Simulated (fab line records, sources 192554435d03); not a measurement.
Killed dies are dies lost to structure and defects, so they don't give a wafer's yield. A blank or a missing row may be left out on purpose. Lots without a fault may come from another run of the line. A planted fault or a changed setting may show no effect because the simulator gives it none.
Split-lot experiment | flow n5_finfet | 7 lots, 21 wafers read, on a route of 1938 steps

THE SPLIT
At N5_BEOL_M15_COAT_04 (resist thk 800 nm), the setting spin_rpm was moved away from the recipe's 1704 rpm on 8 of the 21 wafers read, by -3.1% to +7.6%. The other wafers ran this setting at the recipe's value.

FROM THE SPLIT TO THE READING: what the file shows between them, 4 steps
- N5_BEOL_M15_EBR_06
- N5_BEOL_M15_SOFTBAKE_05: time 60 s
- N5_BEOL_M15_DESCUM_15: chemistry O2, time 7.9 s
- N5_BEOL_M15_ETCH_59: etches BARC in N2/H2, target depth 89 nm, overetch 26.7 nm, time 67.9 s

THE READING
coat_of_BEOL_M15_COAT_04.thk_nm (the simulator's own value, which no gauge read), in nm, at N5_BEOL_M15_VIA_ETCH_16 (etches SiO2 in C4F8/O2/Ar, target depth 1792.2 nm). The file gives no usual value for it. The 13 wafers here that ran the recipe average 334.5 nm, standard deviation 6.2 nm.

wafer  | tool, chamber at the split | spin_rpm as run, rpm | against the recipe | coat_of_BEOL_M15_COAT_04.thk_nm, nm | against lot-mates on the recipe
L074.2 | litho_track-01, 0          | 1811                 | +6.3%              | 326                                 | -5.2
L074.4 | litho_track-01, 0          | 1704                 | recipe             | 331.2                               | -
L074.6 | litho_track-01, 0          | 1811                 | +6.3%              | 303.8                               | -27.4
L077.1 | litho_track-04, 0          | 1704                 | recipe             | 334.2                               | -
L077.2 | litho_track-04, 0          | 1758                 | +3.2%              | 310.8                               | -25.0
L077.4 | litho_track-04, 0          | 1704                 | recipe             | 337.4                               | -
L078.2 | litho_track-01, 0          | 1834                 | +7.6%              | 307.6                               | -25.1
L078.3 | litho_track-01, 0          | 1704                 | recipe             | 330                                 | -
L078.6 | litho_track-01, 0          | 1704                 | recipe             | 335.4                               | -
L087.1 | litho_track-05, 0          | 1704                 | recipe             | 339.4                               | -
L087.2 | litho_track-05, 0          | 1704                 | recipe             | 333.8                               | -
L087.6 | litho_track-05, 0          | 1704                 | recipe             | 333.6                               | -
L089.4 | litho_track-01, 0          | 1704                 | recipe             | 342                                 | -
L089.5 | litho_track-01, 0          | 1776                 | +4.2%              | 307.8                               | -24.4
L089.6 | litho_track-01, 0          | 1704                 | recipe             | 322.4                               | -
L091.2 | litho_track-05, 0          | 1652                 | -3.1%              | 341                                 | +16.8
L091.5 | litho_track-05, 0          | 1704                 | recipe             | 324.2                               | -
L091.6 | litho_track-05, 0          | 1652                 | -3.1%              | 348.8                               | +24.6
L090.1 | litho_track-01, 0          | 1704                 | recipe             | 344.2                               | -
L090.4 | litho_track-01, 0          | 1821                 | +6.9%              | 301                                 | -41.2
L090.6 | litho_track-01, 0          | 1704                 | recipe             | 340.2                               | -

THE FIT
A straight line over all 21 wafers: coat_of_BEOL_M15_COAT_04.thk_nm changes by -3.94 nm for each +1% of spin_rpm; r = -0.85; the points scatter about the line by 7.6 nm.
The same after taking each lot's own level away (the mean of its wafers on the recipe; 21 wafers): -4.38 nm for each +1%; r = -0.87; scatter 8 nm.
On that fit, the largest move of spin_rpm shifts the reading by 33 nm.
The lots' own levels span 324.20 to 342.20 nm, that is 2.9 times the standard deviation above.
So the lot-to-lot level changes the slope: the two fits differ.
Check: with one of the wafers moved furthest among these (+7.6%) left out of the fit, the line predicts -35.1 nm for it against its lot-mates. It came out at -25.1 nm against them.

OTHER SPLITS ON THESE WAFERS
These wafers also went through other splits before the reading. Each is held against what the fit with the lots' levels taken away leaves over:
other split on the same wafers | wafers away from the commonest value | r with coat_of_BEOL_M15_COAT_04.thk_nm (lot level and that fit taken away)
N5_BEOL_M10_ALD_74 ald_cycles  | 9                                    | -0.43
N5_BEOL_M12_ETCH_68 time_s     | 11                                   | -0.06
N5_BEOL_M14_ILD_DEP_00 time_s  | 8                                    | -0.33
N5_BEOL_M14_PEB_08 peb_temp_c  | 8                                    | +0.10

THE WHOLE CHAIN: every reading that the file lists as answering this split, in the file's order
step                    | what it does                                                            | reading                                                                          | change (the file's fit)              | r (the file's)
N5_BEOL_M15_COAT_04     | resist thk 800 nm                                                       | coat_of_BEOL_M15_COAT_04.thk_nm (the simulator's own value, which no gauge read) | -3.92 nm for each +1% of the setting | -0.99
N5_BEOL_M15_ETCH_59     | etches BARC in N2/H2, target depth 89 nm, overetch 26.7 nm, time 67.9 s | coat_of_BEOL_M15_COAT_04.thk_nm (the simulator's own value, which no gauge read) | -4.02 nm for each +1% of the setting | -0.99
N5_BEOL_M15_VIA_ETCH_16 | etches SiO2 in C4F8/O2/Ar, target depth 1792.2 nm                       | coat_of_BEOL_M15_COAT_04.thk_nm (the simulator's own value, which no gauge read) | -4.52 nm for each +1% of the setting | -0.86

THE FILE'S OWN FIT
coat_of_BEOL_M15_COAT_04.thk_nm changes by -4.52 nm for each +1% of spin_rpm, r = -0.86.
